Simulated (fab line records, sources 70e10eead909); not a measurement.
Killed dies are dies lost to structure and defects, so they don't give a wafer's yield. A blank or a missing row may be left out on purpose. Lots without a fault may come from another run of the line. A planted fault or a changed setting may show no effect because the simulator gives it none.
Which tool did it? | flow nand_harc | 6 lots, 18 wafers sampled, at 2 steps of a route of 1302

WHAT THE GAUGES READ, wafer by wafer
NHARC_P_GATE_INSPECT_28.
lot  | measured     | on                | raw_defect_count
L205 | day 6 14:02  | defect_inspect-01 | 5 1 10
L207 | day 7 12:14  | defect_inspect-01 | 2 5 5
L211 | day 9 05:16  | defect_inspect-01 | 5 3 4
L214 | day 10 09:36 | defect_inspect-02 | 45 6 3
L222 | day 14 02:23 | defect_inspect-02 | 8 9 10
L224 | day 14 12:22 | defect_inspect-02 | 8 1 8

WHICH TOOL RAN EACH LOT (tool, then ch and the chambers of the sampled wafers, then the start)
lot  | NHARC_P_GATE_DEP_103
L205 | pecvd-04 ch 0,1, day 6 13:14
L207 | pecvd-01 ch 0,1, day 7 11:26
L211 | pecvd-01 ch 0,1, day 9 04:34
L214 | pecvd-01 ch 0,1, day 10 08:49
L222 | pecvd-04 ch 0,2, day 14 01:46
L224 | pecvd-04 ch 0,2, day 14 11:34
- NHARC_P_GATE_DEP_103: deposits SiON, target thk 30 nm.

THE ANSWER, worked out from the rows above alone
Rule: what is usual is taken from the lots themselves. Put in order of their means at a reading, lots are off if they are a third of the lots or fewer, leave a main group of 4 or more, and stand apart from it by a gap of 3 or more times the standard deviation of the main group's means; of several such gaps the widest counts. A main group whose means are all the same, to the digits that the tables above print for the reading, isn't used. A lot without any number at a reading at which 4 lots or more have one is off too. The other lots that the step has rows for count as sound.
Off: L214, at NHARC_P_GATE_INSPECT_28 (raw_defect_count). The main group: mean 5.6, standard deviation 1.8.
A tool fits if, at a process step before that reading, it ran every lot that is off, and no sound lot after the first of them. The gauges at NHARC_P_GATE_INSPECT_28 are tried like those tools. One fits: pecvd-01 at NHARC_P_GATE_DEP_103. Its last sound lot is L211 (day 9 04:34), its first lot that is off L214 (day 10 08:49): a fault that began between those two fits.

WHAT THE SIMULATOR HAD PUT IN
Chamber particle source: pecvd-01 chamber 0, from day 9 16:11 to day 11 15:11, at NHARC_P_GATE_DEP_103. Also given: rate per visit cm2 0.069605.
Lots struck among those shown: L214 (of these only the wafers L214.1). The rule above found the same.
